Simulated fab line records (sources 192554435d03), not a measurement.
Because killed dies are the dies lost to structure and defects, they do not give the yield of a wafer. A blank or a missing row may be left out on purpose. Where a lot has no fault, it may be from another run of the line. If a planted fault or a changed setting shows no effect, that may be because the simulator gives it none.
Lot-split experiment / flow n5-finfet / 7 lots, 21 wafers read, on a route of 1938 steps

## THE SPLIT
At N5_HKMG_FIN_COAT_41 (time 60 s, resist thk 300 nm), the setting spin-rpm was moved away from the recipe's 1500 rpm on 3 of the 21 wafers read, by -5.8% to +5.9%. The other wafers ran this setting at the recipe's value.

The reading is taken at the split's own step.

## THE READING
SOC_of_HKMG_FIN_COAT_41.thk-nm (the simulator's own value, which no gauge read), in nm, at N5_HKMG_FIN_COAT_41 (time 60 s, resist thk 300 nm). No usual value for it is given in the file. Average 300.7 nm, standard deviation 0.61 nm, over the 18 wafers here run with the recipe.

wafer=L079.1; tool, chamber at the split=litho-track-03, 0; spin-rpm as run, rpm=1588; against the recipe=+5.9%; SOC_of_HKMG_FIN_COAT_41.thk-nm, nm=292.4; against lot-mates on the recipe=-9.0
wafer=L079.2; tool, chamber at the split=litho-track-03, 0; spin-rpm as run, rpm=1500; against the recipe=recipe; SOC_of_HKMG_FIN_COAT_41.thk-nm, nm=301.4; against lot-mates on the recipe=-
wafer=L079.3; tool, chamber at the split=litho-track-03, 0; spin-rpm as run, rpm=1588; against the recipe=+5.9%; SOC_of_HKMG_FIN_COAT_41.thk-nm, nm=291.6; against lot-mates on the recipe=-9.8
wafer=L080.3; tool, chamber at the split=litho-track-01, 0; spin-rpm as run, rpm=1500; against the recipe=recipe; SOC_of_HKMG_FIN_COAT_41.thk-nm, nm=300; against lot-mates on the recipe=-
wafer=L080.4; tool, chamber at the split=litho-track-01, 0; spin-rpm as run, rpm=1500; against the recipe=recipe; SOC_of_HKMG_FIN_COAT_41.thk-nm, nm=299.2; against lot-mates on the recipe=-
wafer=L080.6; tool, chamber at the split=litho-track-01, 0; spin-rpm as run, rpm=1500; against the recipe=recipe; SOC_of_HKMG_FIN_COAT_41.thk-nm, nm=299.8; against lot-mates on the recipe=-
wafer=L081.1; tool, chamber at the split=litho-track-02, 0; spin-rpm as run, rpm=1500; against the recipe=recipe; SOC_of_HKMG_FIN_COAT_41.thk-nm, nm=301; against lot-mates on the recipe=-
wafer=L081.4; tool, chamber at the split=litho-track-02, 0; spin-rpm as run, rpm=1500; against the recipe=recipe; SOC_of_HKMG_FIN_COAT_41.thk-nm, nm=300.2; against lot-mates on the recipe=-
wafer=L081.6; tool, chamber at the split=litho-track-02, 0; spin-rpm as run, rpm=1500; against the recipe=recipe; SOC_of_HKMG_FIN_COAT_41.thk-nm, nm=300.6; against lot-mates on the recipe=-
wafer=L082.2; tool, chamber at the split=litho-track-03, 0; spin-rpm as run, rpm=1500; against the recipe=recipe; SOC_of_HKMG_FIN_COAT_41.thk-nm, nm=301; against lot-mates on the recipe=-
wafer=L082.3; tool, chamber at the split=litho-track-03, 0; spin-rpm as run, rpm=1500; against the recipe=recipe; SOC_of_HKMG_FIN_COAT_41.thk-nm, nm=300.2; against lot-mates on the recipe=-
wafer=L082.4; tool, chamber at the split=litho-track-03, 0; spin-rpm as run, rpm=1500; against the recipe=recipe; SOC_of_HKMG_FIN_COAT_41.thk-nm, nm=301.4; against lot-mates on the recipe=-
wafer=L088.3; tool, chamber at the split=litho-track-02, 0; spin-rpm as run, rpm=1500; against the recipe=recipe; SOC_of_HKMG_FIN_COAT_41.thk-nm, nm=300.8; against lot-mates on the recipe=-
wafer=L088.4; tool, chamber at the split=litho-track-02, 0; spin-rpm as run, rpm=1500; against the recipe=recipe; SOC_of_HKMG_FIN_COAT_41.thk-nm, nm=301; against lot-mates on the recipe=-
wafer=L088.6; tool, chamber at the split=litho-track-02, 0; spin-rpm as run, rpm=1500; against the recipe=recipe; SOC_of_HKMG_FIN_COAT_41.thk-nm, nm=301.2; against lot-mates on the recipe=-
wafer=L096.1; tool, chamber at the split=litho-track-03, 0; spin-rpm as run, rpm=1500; against the recipe=recipe; SOC_of_HKMG_FIN_COAT_41.thk-nm, nm=301; against lot-mates on the recipe=-
wafer=L096.5; tool, chamber at the split=litho-track-03, 0; spin-rpm as run, rpm=1500; against the recipe=recipe; SOC_of_HKMG_FIN_COAT_41.thk-nm, nm=300.8; against lot-mates on the recipe=-
wafer=L096.6; tool, chamber at the split=litho-track-03, 0; spin-rpm as run, rpm=1500; against the recipe=recipe; SOC_of_HKMG_FIN_COAT_41.thk-nm, nm=300.8; against lot-mates on the recipe=-
wafer=L097.4; tool, chamber at the split=litho-track-03, 0; spin-rpm as run, rpm=1413; against the recipe=-5.8%; SOC_of_HKMG_FIN_COAT_41.thk-nm, nm=310.2; against lot-mates on the recipe=+8.8
wafer=L097.5; tool, chamber at the split=litho-track-03, 0; spin-rpm as run, rpm=1500; against the recipe=recipe; SOC_of_HKMG_FIN_COAT_41.thk-nm, nm=301.4; against lot-mates on the recipe=-
wafer=L097.6; tool, chamber at the split=litho-track-03, 0; spin-rpm as run, rpm=1500; against the recipe=recipe; SOC_of_HKMG_FIN_COAT_41.thk-nm, nm=301.4; against lot-mates on the recipe=-

THE FIT
A straight line over all 21 wafers: SOC_of_HKMG_FIN_COAT_41.thk-nm changes by -1.54 nm for each +1% of spin-rpm; r = -0.98; the points scatter about the line by 0.62 nm.
The same after taking each lot's own level away (the mean of its wafers on the recipe; 21 wafers): -1.57 nm for each +1%; r = -1.00; scatter 0.32 nm.
Per that fit: largest spin-rpm move, reading shift of 9.2 nm.
The lots' own levels span 299.67 to 301.40 nm, that is 2.9 times the standard deviation above.
The two slopes are in agreement: the lot-to-lot level therefore moves the slope only a little.
Check: for one of the wafers moved furthest among these (+5.9%), held out of the fit, the line's prediction against its lot-mates is -9.4 nm. It came out at -9 nm against them.

## THESE WAFERS: OTHER SPLITS
Other splits were also applied to these wafers ahead of the reading. Each is held against what the fit with the lots' levels taken away leaves over:
other split on the same wafers=N5_WELL_APT_EXPOSE_05 dose-mj; wafers away from the commonest value=4; r with SOC_of_HKMG_FIN_COAT_41.thk-nm (lot level and that fit taken away)=+0.01
other split on the same wafers=N5_WELL_APT_COAT_19 spin-rpm; wafers away from the commonest value=6; r with SOC_of_HKMG_FIN_COAT_41.thk-nm (lot level and that fit taken away)=+0.08
other split on the same wafers=N5_FIN_SAQP_HM_DEP_03 time-s; wafers away from the commonest value=6; r with SOC_of_HKMG_FIN_COAT_41.thk-nm (lot level and that fit taken away)=-0.52
other split on the same wafers=N5_FIN_SAQP_EXPOSE_13 dose-mj; wafers away from the commonest value=10; r with SOC_of_HKMG_FIN_COAT_41.thk-nm (lot level and that fit taken away)=-0.09
other split on the same wafers=N5_FIN_SAQP_SPACER2_ALD_28 temp-c; wafers away from the commonest value=6; r with SOC_of_HKMG_FIN_COAT_41.thk-nm (lot level and that fit taken away)=-0.07
other split on the same wafers=N5_FIN_SAQP_ETCH_64 bias-w; wafers away from the commonest value=11; r with SOC_of_HKMG_FIN_COAT_41.thk-nm (lot level and that fit taken away)=-0.07
other split on the same wafers=N5_DUMMY_GATE_COAT_35 spin-rpm; wafers away from the commonest value=8; r with SOC_of_HKMG_FIN_COAT_41.thk-nm (lot level and that fit taken away)=-0.21
other split on the same wafers=N5_SD_EPI_N_ETCH_16 target-depth-a; wafers away from the commonest value=7; r with SOC_of_HKMG_FIN_COAT_41.thk-nm (lot level and that fit taken away)=-0.19
other split on the same wafers=N5_SD_EPI_P_EPI_21 time-s; wafers away from the commonest value=6; r with SOC_of_HKMG_FIN_COAT_41.thk-nm (lot level and that fit taken away)=+0.23

## FILE'S OWN FIT
SOC_of_HKMG_FIN_COAT_41.thk-nm changes by -1.56 nm for each +1% of spin-rpm, r = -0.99.
